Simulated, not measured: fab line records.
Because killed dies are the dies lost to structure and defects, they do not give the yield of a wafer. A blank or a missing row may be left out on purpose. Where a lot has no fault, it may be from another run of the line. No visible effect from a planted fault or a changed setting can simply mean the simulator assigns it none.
8D (eight disciplines) problem report, filled in by code / flow nand_harc / the parts of the form that need people (team, actions taken, sign-off) are left out

## 1. WHAT WENT WRONG
plate_temp_C at NHARC_P_GATE_PEB_44 reads a mean of 117.18 C on 6 wafers of 2 lots; wafers without a fault read 117.99 C with a standard deviation of 0.15. Measured from the usual mean, that is -5.4 standard deviations.
The step: peb time 85 s.
First seen on wafer L312.2, day 8 14:07, on litho_track-05. At this step, 39 wafers from 13 lots have a number in the record. Rule for "out" (also "out of limits"): further than 4 standard deviations from the usual mean. Any other wafer with a number is counted as sound.

## 2. WHAT IT IS AND WHAT IT IS NOT
question=which readings at this step | is=plate_temp_C | is not=-
question=which lots | is=L312, L314 | is not=L300, L301, L303, L305, L306, L307, L308, L317, L321, L322, L323
question=which wafers of those lots | is=all that have a number | is not=-
question=read on which tools | is=litho_track-05 | is not=litho_track-02, litho_track-07
question=when | is=from day 8 14:07 | is not=up to then (21 sound wafers); but 12 sound wafers of L317, L321, L322, L323 came after

## 3. THE SUSPECTS, EACH WITH WHAT RULES IT OUT
Counting: a tool at a process step up to the reading stays a suspect if it ran every lot that is out and no sound lot after the first of them.
- litho_track-05 at NHARC_P_GATE_PEB_44 (peb time 85 s): kept. Every lot that is out went through it, starting with L312 (day 8 14:07), and after that it ran no sound lot; the last sound lot it ran before then is L306 (day 6 17:59). Out on those wafers are its own readings of plate_temp_C.
After counting, what remains is litho_track-05 at NHARC_P_GATE_PEB_44.

## 4. THE CAUSE (what the simulator had put in)
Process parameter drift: litho_track-05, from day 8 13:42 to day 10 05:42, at NHARC_P_GATE_PEB_44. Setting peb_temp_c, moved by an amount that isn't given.
Counting left only this tool.

## 5. THE CHAIN OF EFFECTS, in route order
Each row: a reading whose mean over the struck wafers that have a number lies more than 3 standard deviations from the usual. Readings are gone through only where the record gives a usual standard deviation; hours: the median, over the lots, of the time from a lot's start at the first step in this table giving one to that lot's start at this step; sigmas: the change measured in usual standard deviations.
hours=0; step=NHARC_P_GATE_PEB_44; reading=heater_power_total_W; usual=163.99 W; on struck wafers=162.81; change=-1.18; sigmas=-4.1
hours=0; step=NHARC_P_GATE_PEB_44; reading=plate_temp_C; usual=117.99 C; on struck wafers=117.18; change=-0.81; sigmas=-5.4
Its process steps:
- NHARC_P_GATE_PEB_44: peb time 85 s.
Later steps that measure or inspect, where all struck wafers having a row at the step show a number for every such reading and not one has moved that far: NHARC_P_GATE_CD_MEAS_59, NHARC_END_SORT_01.

## 6. WHAT WOULD HAVE CAUGHT IT SOONER
In this record no reading fell out of limits until day 8 14:07, 0 hours after the fault had begun at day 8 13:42.
